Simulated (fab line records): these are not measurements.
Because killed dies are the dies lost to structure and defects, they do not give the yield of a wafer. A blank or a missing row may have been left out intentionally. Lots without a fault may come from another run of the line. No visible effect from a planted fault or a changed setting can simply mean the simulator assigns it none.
fab line records || flow n5Finfet || part 2 of 2: steps 17 to 23 of 23
record: {"lots": 5, "wafers": 15, "lastDay": 16}
route steps=1938 shown BEOL_M0_SAQP@650
lots that met no fault: taken from a fault-free run of the same line
startH: the number of hours between the record's first day and the start of the first shown wafer of the lot || waitH: hours since the lot's step before || " same as the row above || L1.1+2: several wafers, shown together as one row || - value missing, or start not given || * or withheld: withheld || < > ~ a bound
route shown NAME@n: a module of which the file shows steps, and the number in the route of the first || usual: average and standard deviation across the fault-free wafers || same: alike in all rows || chamber/n: place in a boat || sites: readings site by site || _std_site: standard deviation of those values || _edge_site: the outer-site mean with the inner-site mean subtracted || radiusMm: for every site, how far away it sits from the centre of the wafer || mask NAME#n: copy n || behind: tool/chamber where the wafer was last shaped || hold: why the lot went on hold/how many hours it stayed there/how the hold came to an end || device: whichever transistor did not switch (one of n, p or np) || end of line: tests of these same wafers at the route's end || a step given without rows: its recipe and nothing more || killed: at the first sort, the dies lost to defects and structure; wafer yield is something else || map: per-die view of a wafer (x killed, . not killed, _ where there is no die)
set.NAME: the run value of the setting; set.NAME@STEP: its run value at that earlier step || model.NAME: the simulator's own value behind a step, which no gauge read
lots at selected steps of the route; one table per step, one row per wafer
services: when a tool's chamber went out of use (startH, in hours from the record's first day, below 0 if earlier), for how many hours, and the reason
== steps ==
step: N5_BEOL_M0_SAQP_CD_MEAS_25
recipe: {"targetCdNm": 13.1, "landingEnergyEv": 1000, "detector": "seInlens"}
usual: {"cdNm": "12.75/0.25"}
{"lot.wafer": "L080.2", "tool": "cdSem-01", "chamber": 0, "startH": 148.47, "waitH": 0.1, "cdNm": 12.47}
{"lot.wafer": "L080.3", "tool": "cdSem-01", "chamber": 0, "startH": 148.47, "waitH": 0.1, "cdNm": 13.01}
{"lot.wafer": "L080.6", "tool": "cdSem-01", "chamber": 0, "startH": 148.47, "waitH": 0.1, "cdNm": 12.98}
{"lot.wafer": "L087.2", "tool": "cdSem-01", "chamber": 0, "startH": 192.11, "waitH": 0.1, "cdNm": 13.17}
{"lot.wafer": "L087.3", "tool": "cdSem-01", "chamber": 0, "startH": 192.11, "waitH": 0.1, "cdNm": 12.88}
{"lot.wafer": "L087.4", "tool": "cdSem-01", "chamber": 0, "startH": 192.11, "waitH": 0.1, "cdNm": 12.25}
{"lot.wafer": "L090.2", "tool": "cdSem-01", "chamber": 0, "startH": 205.50, "waitH": 0.1, "cdNm": 12.84}
{"lot.wafer": "L090.5", "tool": "cdSem-01", "chamber": 0, "startH": 205.50, "waitH": 0.1, "cdNm": 12.83}
{"lot.wafer": "L090.6", "tool": "cdSem-01", "chamber": 0, "startH": 205.50, "waitH": 0.1, "cdNm": 12.15}
{"lot.wafer": "L092.3", "tool": "cdSem-02", "chamber": 0, "startH": 219.09, "waitH": 0.1, "cdNm": 13.34}
{"lot.wafer": "L092.5", "tool": "cdSem-02", "chamber": 0, "startH": 219.09, "waitH": 0.1, "cdNm": 12.86}
{"lot.wafer": "L092.6", "tool": "cdSem-02", "chamber": 0, "startH": 219.09, "waitH": 0.1, "cdNm": 12.81}
{"lot.wafer": "L093.1", "tool": "cdSem-01", "chamber": 0, "startH": 225.05, "waitH": 0.1, "cdNm": 12.65}
{"lot.wafer": "L093.3", "tool": "cdSem-01", "chamber": 0, "startH": 225.05, "waitH": 0.1, "cdNm": 13.07}
{"lot.wafer": "L093.4", "tool": "cdSem-01", "chamber": 0, "startH": 225.05, "waitH": 0.1, "cdNm": 12.91}
step: N5_BEOL_M0_SAQP_ETCH_101
recipe: {"chemistry": "CH3F/O2", "target": "SiNx", "maskMaterial": "SiO2", "targetDepthA": 299, "timeS": 42.7, "pressureMtorr": 30, "sourceW": 395, "biasW": 73, "Ar_flow_sccm": 150, "CH3F_flow_sccm": 30, "O2_flow_sccm": 20, "ionEnergyEv": 120}
usual: {"drypumpMotorCurrentA": "5.4/0.42", "oes_o_777_au": "0.81/0.11", "oesProductAu": "0.81/0.11", "rfVppV": "296/4.1", "showerheadPlenumPTorr": "2.02/0.083", "throttleValvePct": "16.31/0.23"}
same: {"timeS": 42.7}
{"lot.wafer": "L080.2", "tool": "rieDiel-04", "chamber": 2, "startH": 148.58, "waitH": 0.1, "drypumpMotorCurrentA": 4.8, "oes_o_777_au": 0.92, "oesProductAu": 0.94, "rfHoursCounterH": 11, "rfVppV": 296, "showerheadPlenumPTorr": 2.15, "throttleValvePct": 16.16}
{"lot.wafer": "L080.3", "tool": "rieDiel-04", "chamber": 0, "startH": 148.58, "waitH": 0.1, "drypumpMotorCurrentA": 5.4, "oes_o_777_au": 0.99, "oesProductAu": 0.97, "rfHoursCounterH": 5, "rfVppV": 296, "showerheadPlenumPTorr": 1.96, "throttleValvePct": 16.06}
{"lot.wafer": "L080.6", "tool": "rieDiel-04", "chamber": 3, "startH": 148.58, "waitH": 0.1, "drypumpMotorCurrentA": 5.9, "oes_o_777_au": 0.72, "oesProductAu": 0.71, "rfHoursCounterH": "-", "rfVppV": 296, "showerheadPlenumPTorr": 1.88, "throttleValvePct": 16.64}
{"lot.wafer": "L087.2", "tool": "rieDiel-02", "chamber": 3, "startH": 192.26, "waitH": 0.2, "drypumpMotorCurrentA": 4.9, "oes_o_777_au": 0.85, "oesProductAu": 0.86, "rfHoursCounterH": 45, "rfVppV": 292, "showerheadPlenumPTorr": 1.95, "throttleValvePct": 16.35}
{"lot.wafer": "L087.3", "tool": "rieDiel-02", "chamber": 2, "startH": 192.26, "waitH": 0.2, "drypumpMotorCurrentA": 5.1, "oes_o_777_au": 0.68, "oesProductAu": 0.70, "rfHoursCounterH": 210, "rfVppV": 303, "showerheadPlenumPTorr": 1.99, "throttleValvePct": 16.31}
{"lot.wafer": "L087.4", "tool": "rieDiel-02", "chamber": 2, "startH": 192.26, "waitH": 0.2, "drypumpMotorCurrentA": 5.1, "oes_o_777_au": 0.69, "oesProductAu": 0.70, "rfHoursCounterH": "-", "rfVppV": 303, "showerheadPlenumPTorr": 1.99, "throttleValvePct": 16.33}
{"lot.wafer": "L090.2", "tool": "rieDiel-01", "chamber": 1, "startH": 205.54, "waitH": 0.0, "drypumpMotorCurrentA": 6.0, "oes_o_777_au": 1.00, "oesProductAu": 0.98, "rfHoursCounterH": 8, "rfVppV": 301, "showerheadPlenumPTorr": 1.97, "throttleValvePct": 15.84}
{"lot.wafer": "L090.5", "tool": "rieDiel-01", "chamber": 0, "startH": 205.54, "waitH": 0.0, "drypumpMotorCurrentA": 5.3, "oes_o_777_au": 0.84, "oesProductAu": 0.83, "rfHoursCounterH": "-", "rfVppV": 299, "showerheadPlenumPTorr": 2.11, "throttleValvePct": 16.31}
{"lot.wafer": "L090.6", "tool": "rieDiel-01", "chamber": 1, "startH": 205.54, "waitH": 0.0, "drypumpMotorCurrentA": 6.0, "oes_o_777_au": 0.99, "oesProductAu": 0.99, "rfHoursCounterH": "-", "rfVppV": 302, "showerheadPlenumPTorr": 1.97, "throttleValvePct": 15.80}
{"lot.wafer": "L092.3", "tool": "rieDiel-04", "chamber": 2, "startH": 219.13, "waitH": 0.0, "drypumpMotorCurrentA": 4.7, "oes_o_777_au": 0.86, "oesProductAu": 0.89, "rfHoursCounterH": 35, "rfVppV": 296, "showerheadPlenumPTorr": 2.14, "throttleValvePct": 16.22}
{"lot.wafer": "L092.5", "tool": "rieDiel-04", "chamber": 0, "startH": 219.13, "waitH": 0.0, "drypumpMotorCurrentA": 5.4, "oes_o_777_au": 0.92, "oesProductAu": 0.91, "rfHoursCounterH": "-", "rfVppV": 299, "showerheadPlenumPTorr": 1.96, "throttleValvePct": 16.10}
{"lot.wafer": "L092.6", "tool": "rieDiel-04", "chamber": 1, "startH": 219.13, "waitH": 0.0, "drypumpMotorCurrentA": 5.0, "oes_o_777_au": 0.96, "oesProductAu": 0.99, "rfHoursCounterH": "-", "rfVppV": 297, "showerheadPlenumPTorr": 2.04, "throttleValvePct": 15.93}
{"lot.wafer": "L093.1", "tool": "rieDiel-01", "chamber": 2, "startH": 225.27, "waitH": 0.2, "drypumpMotorCurrentA": 5.4, "oes_o_777_au": 0.73, "oesProductAu": 0.70, "rfHoursCounterH": 192, "rfVppV": 291, "showerheadPlenumPTorr": 1.99, "throttleValvePct": 16.58}
{"lot.wafer": "L093.3", "tool": "rieDiel-01", "chamber": 1, "startH": 225.27, "waitH": 0.2, "drypumpMotorCurrentA": 6.0, "oes_o_777_au": 0.97, "oesProductAu": 0.97, "rfHoursCounterH": 14, "rfVppV": 303, "showerheadPlenumPTorr": 1.96, "throttleValvePct": 15.85}
{"lot.wafer": "L093.4", "tool": "rieDiel-01", "chamber": 0, "startH": 225.27, "waitH": 0.2, "drypumpMotorCurrentA": 5.3, "oes_o_777_au": 0.84, "oesProductAu": 0.82, "rfHoursCounterH": 92, "rfVppV": 298, "showerheadPlenumPTorr": 2.11, "throttleValvePct": 16.33}
step: N5_BEOL_M0_SAQP_ETCH_102
recipe: {"chemistry": "CF4", "target": "SiO2", "targetDepthA": 40, "ionEnergyEv": 350, "timeS": 4.4, "pressureMtorr": 10, "icpW": 800, "biasW": 400, "cf4FlowSccm": 80}
usual: {"drypumpMotorCurrentA": "5.75/0.27", "oesProductAu": "0.990/0.016", "throttleValvePct": "21.88/0.22"}
same: {"timeS": 4.4}
{"lot.wafer": "L080.2", "tool": "rieSi-06", "chamber": 1, "startH": 148.69, "waitH": 0.1, "drypumpMotorCurrentA": 5.83, "oesProductAu": 0.980, "rfHoursCounterH": 163, "throttleValvePct": 21.99}
{"lot.wafer": "L080.3", "tool": "rieSi-06", "chamber": 3, "startH": 148.69, "waitH": 0.1, "drypumpMotorCurrentA": 6.18, "oesProductAu": 1.007, "rfHoursCounterH": 103, "throttleValvePct": 21.61}
{"lot.wafer": "L080.6", "tool": "rieSi-06", "chamber": 0, "startH": 148.69, "waitH": 0.1, "drypumpMotorCurrentA": 5.92, "oesProductAu": 1.022, "rfHoursCounterH": "-", "throttleValvePct": 22.28}
{"lot.wafer": "L087.2", "tool": "rieSi-01", "chamber": 1, "startH": 192.37, "waitH": 0.1, "drypumpMotorCurrentA": 5.98, "oesProductAu": 0.985, "rfHoursCounterH": 20, "throttleValvePct": 21.93}
{"lot.wafer": "L087.3", "tool": "rieSi-01", "chamber": 3, "startH": 192.37, "waitH": 0.1, "drypumpMotorCurrentA": 5.91, "oesProductAu": 0.990, "rfHoursCounterH": 114, "throttleValvePct": 21.84}
{"lot.wafer": "L087.4", "tool": "rieSi-01", "chamber": 2, "startH": 192.37, "waitH": 0.1, "drypumpMotorCurrentA": 5.27, "oesProductAu": 0.995, "rfHoursCounterH": 178, "throttleValvePct": 21.70}
{"lot.wafer": "L090.2", "tool": "rieSi-02", "chamber": 3, "startH": 205.64, "waitH": 0.1, "drypumpMotorCurrentA": 5.81, "oesProductAu": 0.962, "rfHoursCounterH": 26, "throttleValvePct": 21.54}
{"lot.wafer": "L090.5", "tool": "rieSi-02", "chamber": 0, "startH": 205.64, "waitH": 0.1, "drypumpMotorCurrentA": 5.22, "oesProductAu": 0.975, "rfHoursCounterH": "-", "throttleValvePct": 22.09}
{"lot.wafer": "L090.6", "tool": "rieSi-02", "chamber": 1, "startH": 205.64, "waitH": 0.1, "drypumpMotorCurrentA": 5.83, "oesProductAu": 0.978, "rfHoursCounterH": "-", "throttleValvePct": 21.79}
{"lot.wafer": "L092.3", "tool": "rieSi-06", "chamber": 2, "startH": 219.23, "waitH": 0.1, "drypumpMotorCurrentA": 6.02, "oesProductAu": 0.998, "rfHoursCounterH": 9, "throttleValvePct": 21.66}
{"lot.wafer": "L092.5", "tool": "rieSi-06", "chamber": 1, "startH": 219.23, "waitH": 0.1, "drypumpMotorCurrentA": 5.82, "oesProductAu": 0.966, "rfHoursCounterH": "-", "throttleValvePct": 21.97}
{"lot.wafer": "L092.6", "tool": "rieSi-06", "chamber": 2, "startH": 219.23, "waitH": 0.1, "drypumpMotorCurrentA": 6.05, "oesProductAu": 0.995, "rfHoursCounterH": "-", "throttleValvePct": 21.66}
{"lot.wafer": "L093.1", "tool": "rieSi-02", "chamber": 2, "startH": 225.38, "waitH": 0.1, "drypumpMotorCurrentA": 5.86, "oesProductAu": 1.000, "rfHoursCounterH": 44, "throttleValvePct": 21.96}
{"lot.wafer": "L093.3", "tool": "rieSi-02", "chamber": 0, "startH": 225.38, "waitH": 0.1, "drypumpMotorCurrentA": 5.23, "oesProductAu": 0.986, "rfHoursCounterH": 71, "throttleValvePct": 22.10}
{"lot.wafer": "L093.4", "tool": "rieSi-02", "chamber": 3, "startH": 225.38, "waitH": 0.1, "drypumpMotorCurrentA": 5.79, "oesProductAu": 0.974, "rfHoursCounterH": "-", "throttleValvePct": 21.52}
step: N5_BEOL_M0_SAQP_MANDREL_ETCH_103
recipe: {"chemistry": "HBr/Cl2", "target": "a-Si", "targetDepthA": 450, "btTimeS": 10, "stopOn": "SiCN", "maskMaterial": "SiO2", "overEtchFrac": 0.8, "timeS": 27, "pressureMtorr": 10, "icpW": 800, "biasW": 75, "HBr_flow_sccm": 150, "Cl2_flow_sccm": 80, "ends": "endPoint"}
usual: {"drypumpMotorCurrentA": "5.76/0.27", "oesProductAu": "0.680/0.011", "throttleValvePct": "35.6/0.32"}
{"lot.wafer": "L080.2", "tool": "rieSi-06", "chamber": 1, "startH": 148.72, "waitH": 0.0, "drypumpMotorCurrentA": 5.85, "oesProductAu": 0.676, "rfHoursCounterH": 163, "throttleValvePct": 35.8}
{"lot.wafer": "L080.3", "tool": "rieSi-06", "chamber": 3, "startH": 148.72, "waitH": 0.0, "drypumpMotorCurrentA": 6.19, "oesProductAu": 0.669, "rfHoursCounterH": 103, "throttleValvePct": 35.2}
{"lot.wafer": "L080.6", "tool": "rieSi-06", "chamber": 0, "startH": 148.72, "waitH": 0.0, "drypumpMotorCurrentA": 5.90, "oesProductAu": 0.696, "rfHoursCounterH": "-", "throttleValvePct": 36.2}
{"lot.wafer": "L087.2", "tool": "rieSi-01", "chamber": 1, "startH": 192.40, "waitH": 0.0, "drypumpMotorCurrentA": 5.98, "oesProductAu": 0.677, "rfHoursCounterH": 20, "throttleValvePct": 35.5}
{"lot.wafer": "L087.3", "tool": "rieSi-01", "chamber": 3, "startH": 192.40, "waitH": 0.0, "drypumpMotorCurrentA": 5.93, "oesProductAu": 0.678, "rfHoursCounterH": 114, "throttleValvePct": 35.6}
{"lot.wafer": "L087.4", "tool": "rieSi-01", "chamber": 2, "startH": 192.40, "waitH": 0.0, "drypumpMotorCurrentA": 5.31, "oesProductAu": 0.677, "rfHoursCounterH": 178, "throttleValvePct": 35.2}
{"lot.wafer": "L090.2", "tool": "rieSi-02", "chamber": 3, "startH": 205.68, "waitH": 0.0, "drypumpMotorCurrentA": 5.83, "oesProductAu": 0.657, "rfHoursCounterH": 26, "throttleValvePct": 35.2}
{"lot.wafer": "L090.5", "tool": "rieSi-02", "chamber": 0, "startH": 205.68, "waitH": 0.0, "drypumpMotorCurrentA": 5.23, "oesProductAu": 0.671, "rfHoursCounterH": "-", "throttleValvePct": 35.6}
{"lot.wafer": "L090.6", "tool": "rieSi-02", "chamber": 1, "startH": 205.68, "waitH": 0.0, "drypumpMotorCurrentA": 5.84, "oesProductAu": 0.696, "rfHoursCounterH": "-", "throttleValvePct": 35.3}
{"lot.wafer": "L092.3", "tool": "rieSi-06", "chamber": 2, "startH": 219.26, "waitH": 0.0, "drypumpMotorCurrentA": 6.07, "oesProductAu": 0.681, "rfHoursCounterH": 9, "throttleValvePct": 35.4}
{"lot.wafer": "L092.5", "tool": "rieSi-06", "chamber": 1, "startH": 219.26, "waitH": 0.0, "drypumpMotorCurrentA": 5.84, "oesProductAu": 0.671, "rfHoursCounterH": "-", "throttleValvePct": 35.8}
{"lot.wafer": "L092.6", "tool": "rieSi-06", "chamber": 2, "startH": 219.26, "waitH": 0.0, "drypumpMotorCurrentA": 6.08, "oesProductAu": 0.688, "rfHoursCounterH": "-", "throttleValvePct": 35.4}
{"lot.wafer": "L093.1", "tool": "rieSi-02", "chamber": 2, "startH": 225.41, "waitH": 0.0, "drypumpMotorCurrentA": 5.86, "oesProductAu": 0.666, "rfHoursCounterH": 44, "throttleValvePct": 35.8}
{"lot.wafer": "L093.3", "tool": "rieSi-02", "chamber": 0, "startH": 225.41, "waitH": 0.0, "drypumpMotorCurrentA": 5.24, "oesProductAu": 0.665, "rfHoursCounterH": 71, "throttleValvePct": 35.6}
{"lot.wafer": "L093.4", "tool": "rieSi-02", "chamber": 3, "startH": 225.41, "waitH": 0.0, "drypumpMotorCurrentA": 5.82, "oesProductAu": 0.663, "rfHoursCounterH": "-", "throttleValvePct": 35.1}
step: N5_BEOL_M0_SAQP_RECESS_104
recipe: {"chemistry": "HF/NH3", "target": "SiO2", "targetDepthA": 180, "afsCycles": 3, "tempC": 30, "sublimationTempC": 180, "sublimationTimeS": 60}
usual: {"drypumpMotorCurrentA": "5.6/0.42", "forelinePTorr": "0.1281/0.00051"}
same: {"sublimationTimeS": 60}
{"lot.wafer": "L080.2", "tool": "vaporEtch-01", "chamber": 0, "startH": 148.80, "waitH": 0.1, "drypumpMotorCurrentA": 5.8, "forelinePTorr": 0.1283}
{"lot.wafer": "L080.3", "tool": "vaporEtch-01", "chamber": 1, "startH": 148.80, "waitH": 0.1, "drypumpMotorCurrentA": 6.2, "forelinePTorr": 0.1285}
{"lot.wafer": "L080.6", "tool": "vaporEtch-01", "chamber": 0, "startH": 148.80, "waitH": 0.1, "drypumpMotorCurrentA": 5.8, "forelinePTorr": 0.1282}
{"lot.wafer": "L087.2", "tool": "vaporEtch-02", "chamber": 0, "startH": 192.48, "waitH": 0.1, "drypumpMotorCurrentA": 5.1, "forelinePTorr": 0.1280}
{"lot.wafer": "L087.3", "tool": "vaporEtch-02", "chamber": 1, "startH": 192.48, "waitH": 0.1, "drypumpMotorCurrentA": 5.4, "forelinePTorr": 0.1276}
{"lot.wafer": "L087.4", "tool": "vaporEtch-02", "chamber": 0, "startH": 192.48, "waitH": 0.1, "drypumpMotorCurrentA": 5.1, "forelinePTorr": 0.1278}
{"lot.wafer": "L090.2", "tool": "vaporEtch-02", "chamber": 0, "startH": 205.76, "waitH": 0.1, "drypumpMotorCurrentA": 5.2, "forelinePTorr": 0.1278}
{"lot.wafer": "L090.5", "tool": "vaporEtch-02", "chamber": 1, "startH": 205.76, "waitH": 0.1, "drypumpMotorCurrentA": 5.3, "forelinePTorr": 0.1280}
{"lot.wafer": "L090.6", "tool": "vaporEtch-02", "chamber": 0, "startH": 205.76, "waitH": 0.1, "drypumpMotorCurrentA": 5.2, "forelinePTorr": 0.1280}
{"lot.wafer": "L092.3", "tool": "vaporEtch-02", "chamber": 0, "startH": 219.46, "waitH": 0.2, "drypumpMotorCurrentA": 5.1, "forelinePTorr": 0.1279}
{"lot.wafer": "L092.5", "tool": "vaporEtch-02", "chamber": 1, "startH": 219.46, "waitH": 0.2, "drypumpMotorCurrentA": 5.3, "forelinePTorr": 0.1291}
{"lot.wafer": "L092.6", "tool": "vaporEtch-02", "chamber": 0, "startH": 219.46, "waitH": 0.2, "drypumpMotorCurrentA": 5.1, "forelinePTorr": 0.1282}
{"lot.wafer": "L093.1", "tool": "vaporEtch-01", "chamber": 1, "startH": 225.49, "waitH": 0.1, "drypumpMotorCurrentA": 6.2, "forelinePTorr": 0.1276}
{"lot.wafer": "L093.3", "tool": "vaporEtch-01", "chamber": 1, "startH": 225.49, "waitH": 0.1, "drypumpMotorCurrentA": 6.2, "forelinePTorr": 0.1287}
{"lot.wafer": "L093.4", "tool": "vaporEtch-01", "chamber": 0, "startH": 225.49, "waitH": 0.1, "drypumpMotorCurrentA": 5.8, "forelinePTorr": 0.1277}
step: N5_BEOL_M0_SAQP_COAT_105
recipe: {"resist": "SOC", "tempC": 250, "timeS": 60, "spinRpm": 1500, "resistThkNm": 100}
same: {"timeS": 60}
{"lot.wafer": "L080.2+3+6", "tool": "lithoTrack-01", "chamber": 0, "startH": 149.19, "waitH": 0.3}
{"lot.wafer": "L087.2+3+4", "tool": "lithoTrack-02", "chamber": 0, "startH": 192.87, "waitH": 0.3}
{"lot.wafer": "L090.2+5+6", "tool": "lithoTrack-02", "chamber": 0, "startH": 206.15, "waitH": 0.3}
{"lot.wafer": "L092.3+5+6", "tool": "lithoTrack-02", "chamber": 0, "startH": 219.74, "waitH": 0.2}
{"lot.wafer": "L093.1+3+4", "tool": "lithoTrack-01", "chamber": 0, "startH": 225.87, "waitH": 0.3}
step: N5_BEOL_M0_SAQP_ETCH_106
recipe: {"chemistry": "N2/H2", "target": "SOC", "targetDepthA": 1500, "stopOn": "SiNx", "ionEnergyEv": 100, "biasW": 61, "pressureMtorr": 30, "sourceW": 850, "n2FlowSccm": 200, "h2FlowSccm": 200}
usual: {"drypumpMotorCurrentA": "5.4/0.52", "oesProductAu": "0.79/0.1", "rfVppV": "241.0/1.3", "showerheadPlenumPTorr": "2.57/0.089", "throttleValvePct": "17.76/0.2"}
{"lot.wafer": "L080.2", "tool": "rieDiel-02", "chamber": 0, "startH": 149.25, "waitH": "-", "drypumpMotorCurrentA": 6.5, "oesProductAu": 0.68, "rfHoursCounterH": 239, "rfVppV": 242.4, "showerheadPlenumPTorr": 2.62, "throttleValvePct": 17.80}
{"lot.wafer": "L080.3", "tool": "rieDiel-02", "chamber": 3, "startH": 149.25, "waitH": "-", "drypumpMotorCurrentA": 5.0, "oesProductAu": 0.88, "rfHoursCounterH": 31, "rfVppV": 239.3, "showerheadPlenumPTorr": 2.49, "throttleValvePct": 17.90}
{"lot.wafer": "L080.6", "tool": "rieDiel-02", "chamber": 1, "startH": 149.25, "waitH": "-", "drypumpMotorCurrentA": 5.6, "oesProductAu": 0.74, "rfHoursCounterH": "-", "rfVppV": 241.9, "showerheadPlenumPTorr": 2.63, "throttleValvePct": 17.75}
{"lot.wafer": "L087.2", "tool": "rieDiel-02", "chamber": 2, "startH": 192.98, "waitH": "-", "drypumpMotorCurrentA": 5.1, "oesProductAu": 0.70, "rfHoursCounterH": 210, "rfVppV": 240.0, "showerheadPlenumPTorr": 2.53, "throttleValvePct": 17.80}
{"lot.wafer": "L087.3", "tool": "rieDiel-02", "chamber": 3, "startH": 192.98, "waitH": "-", "drypumpMotorCurrentA": 4.9, "oesProductAu": 0.86, "rfHoursCounterH": 46, "rfVppV": 240.5, "showerheadPlenumPTorr": 2.48, "throttleValvePct": 17.93}
{"lot.wafer": "L087.4", "tool": "rieDiel-02", "chamber": 1, "startH": 192.98, "waitH": "-", "drypumpMotorCurrentA": 5.6, "oesProductAu": 0.73, "rfHoursCounterH": "-", "rfVppV": 243.9, "showerheadPlenumPTorr": 2.62, "throttleValvePct": 17.77}
{"lot.wafer": "L090.2", "tool": "rieDiel-02", "chamber": 0, "startH": 206.21, "waitH": "-", "drypumpMotorCurrentA": 6.5, "oesProductAu": 0.96, "rfHoursCounterH": 1, "rfVppV": 242.2, "showerheadPlenumPTorr": 2.61, "throttleValvePct": 17.32}
{"lot.wafer": "L090.5", "tool": "rieDiel-02", "chamber": 0, "startH": 206.21, "waitH": "-", "drypumpMotorCurrentA": 6.5, "oesProductAu": 0.96, "rfHoursCounterH": "-", "rfVppV": 242.1, "showerheadPlenumPTorr": 2.61, "throttleValvePct": 17.32}
{"lot.wafer": "L090.6", "tool": "rieDiel-02", "chamber": 1, "startH": 206.21, "waitH": "-", "drypumpMotorCurrentA": 5.6, "oesProductAu": 0.72, "rfHoursCounterH": "-", "rfVppV": 242.2, "showerheadPlenumPTorr": 2.62, "throttleValvePct": 17.76}
{"lot.wafer": "L092.3", "tool": "rieDiel-01", "chamber": 0, "startH": 219.79, "waitH": "-", "drypumpMotorCurrentA": 5.3, "oesProductAu": 0.81, "rfHoursCounterH": 89, "rfVppV": 242.1, "showerheadPlenumPTorr": 2.68, "throttleValvePct": 17.80}
{"lot.wafer": "L092.5", "tool": "rieDiel-01", "chamber": 2, "startH": 219.79, "waitH": "-", "drypumpMotorCurrentA": 5.4, "oesProductAu": 0.70, "rfHoursCounterH": "-", "rfVppV": 240.7, "showerheadPlenumPTorr": 2.55, "throttleValvePct": 18.14}
{"lot.wafer": "L092.6", "tool": "rieDiel-01", "chamber": 3, "startH": 219.79, "waitH": "-", "drypumpMotorCurrentA": 5.7, "oesProductAu": 0.69, "rfHoursCounterH": "-", "rfVppV": 241.9, "showerheadPlenumPTorr": 2.61, "throttleValvePct": 17.69}
{"lot.wafer": "L093.1", "tool": "rieDiel-02", "chamber": 1, "startH": 225.94, "waitH": "-", "drypumpMotorCurrentA": 5.6, "oesProductAu": 0.73, "rfHoursCounterH": 174, "rfVppV": 241.8, "showerheadPlenumPTorr": 2.62, "throttleValvePct": 17.79}
{"lot.wafer": "L093.3", "tool": "rieDiel-02", "chamber": 3, "startH": 225.94, "waitH": "-", "drypumpMotorCurrentA": 5.0, "oesProductAu": 0.84, "rfHoursCounterH": 56, "rfVppV": 240.7, "showerheadPlenumPTorr": 2.48, "throttleValvePct": 17.92}
{"lot.wafer": "L093.4", "tool": "rieDiel-02", "chamber": 2, "startH": 225.94, "waitH": "-", "drypumpMotorCurrentA": 5.1, "oesProductAu": 0.69, "rfHoursCounterH": 221, "rfVppV": 240.1, "showerheadPlenumPTorr": 2.53, "throttleValvePct": 17.82}
== services ==
{"tool": "vaporEtch-01", "chamber": 1, "startH": 137.75, "hours": 11.0, "kind": "repair"}
{"tool": "rieDiel-01", "chamber": 1, "startH": 151.64, "hours": "-", "kind": "clean"}
{"tool": "rieDiel-01", "chamber": 1, "startH": 151.64, "hours": "-", "kind": "consumableReplace:focusRing"}
{"tool": "rieDiel-01", "chamber": 1, "startH": 151.64, "hours": 17.7, "kind": "scheduledDown"}
{"tool": "rieDiel-01", "chamber": 1, "startH": 151.64, "hours": 17.7, "kind": "ventCycle"}
{"tool": "rieDiel-04", "chamber": 1, "startH": 178.16, "hours": "-", "kind": "clean"}
{"tool": "rieDiel-04", "chamber": 1, "startH": 178.16, "hours": "-", "kind": "consumableReplace:focusRing"}
{"tool": "rieDiel-04", "chamber": 1, "startH": 178.16, "hours": 17.2, "kind": "scheduledDown"}
{"tool": "rieDiel-04", "chamber": 1, "startH": 178.16, "hours": 17.2, "kind": "ventCycle"}
{"tool": "rieDiel-02", "chamber": 0, "startH": 185.57, "hours": "-", "kind": "clean"}
{"tool": "rieDiel-02", "chamber": 0, "startH": 185.57, "hours": "-", "kind": "consumableReplace:focusRing"}
{"tool": "rieDiel-02", "chamber": 0, "startH": 185.57, "hours": 15.5, "kind": "scheduledDown"}
{"tool": "rieDiel-02", "chamber": 0, "startH": 185.57, "hours": 15.5, "kind": "ventCycle"}
{"tool": "rieDiel-01", "chamber": 1, "startH": 187.31, "hours": 5.4, "kind": "repair"}
{"tool": "rieSi-02", "chamber": 2, "startH": 194.42, "hours": 2.8, "kind": "repair"}
{"tool": "lithoTrack-01", "chamber": "-", "startH": 209.98, "hours": "-", "kind": "consumableReplace:filter"}
{"tool": "rieSi-02", "chamber": 1, "startH": 215.89, "hours": "-", "kind": "clean"}
{"tool": "rieSi-02", "chamber": 1, "startH": 215.89, "hours": "-", "kind": "consumableReplace:esc"}
{"tool": "rieSi-02", "chamber": 1, "startH": 215.89, "hours": 23.1, "kind": "scheduledDown"}
{"tool": "rieSi-02", "chamber": 1, "startH": 215.89, "hours": 23.1, "kind": "ventCycle"}
{"tool": "aldSin-03", "chamber": "-", "startH": 217.38, "hours": 14.6, "kind": "pm"}
